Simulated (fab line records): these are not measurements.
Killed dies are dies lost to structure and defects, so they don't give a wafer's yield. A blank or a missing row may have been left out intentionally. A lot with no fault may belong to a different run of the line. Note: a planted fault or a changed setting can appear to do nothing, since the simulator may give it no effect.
Chamber matching :: flow nand-harc :: NHARC_A_STAIRCASE_DEP_471 on pecvd-03: 3 sister chambers
The step deposits SiO2, target thk 100 nm. 6 wafers are shown with their chamber, then 7 later ones without.

## EACH WAFER AND ITS CHAMBER
wafer: L725.2
chamber: 1
showerhead-vpp-V (V): 1792
throttle-valve-pct (%): 15.9

wafer: L726.5
chamber: 1
showerhead-vpp-V (V): 1782
throttle-valve-pct (%): 15.8

wafer: L728.1
chamber: 0
showerhead-vpp-V (V): 1736
throttle-valve-pct (%): 16.0

wafer: L728.4
chamber: 2
showerhead-vpp-V (V): 1902
throttle-valve-pct (%): 16.2

wafer: L729.2
chamber: 2
showerhead-vpp-V (V): 1900
throttle-valve-pct (%): 16.4

wafer: L729.3
chamber: 0
showerhead-vpp-V (V): 1721
throttle-valve-pct (%): 16.2

## WAFERS WITH NO CHAMBER GIVEN
wafer: L729.6
showerhead-vpp-V (V): 1730
throttle-valve-pct (%): 15.9

wafer: L733.2
showerhead-vpp-V (V): 1738
throttle-valve-pct (%): 16.1

wafer: L733.3
showerhead-vpp-V (V): 1911
throttle-valve-pct (%): 16.3

wafer: L733.4
showerhead-vpp-V (V): 1744
throttle-valve-pct (%): 16.2

wafer: L741.1
showerhead-vpp-V (V): 1731
throttle-valve-pct (%): 16.2

wafer: L741.3
showerhead-vpp-V (V): 1922
throttle-valve-pct (%): 16.5

wafer: L741.5
showerhead-vpp-V (V): 1743
throttle-valve-pct (%): 16.0

## WHICH CHAMBER EACH ONE RAN IN
wafer: L729.6
from the rows above: 0
in truth: 0

wafer: L733.2
from the rows above: 0
in truth: 0

wafer: L733.3
from the rows above: 2
in truth: 2

wafer: L733.4
from the rows above: 0
in truth: 0

wafer: L741.1
from the rows above: 0
in truth: 0

wafer: L741.3
from the rows above: 2
in truth: 2

wafer: L741.5
from the rows above: 0
in truth: 0
Correctly placed: 7 of 7. From these rows, 0 cannot be placed. Wrongly placed: 0.
How it was worked out, from the rows above alone: a wafer's distance from a chamber is the root of the sum, over the readings, of the square of ((its reading less the chamber's mean) divided by the reading's scatter). The wafer belongs to the nearest chamber; if the next one is less than 2 further off, it can't be placed. A chamber's mean is the mean of its shown wafers. How the scatter is found: for the shown wafers, subtract from each reading the mean of its chamber, square and add these, divide the total by (wafers less chambers), then take the root.
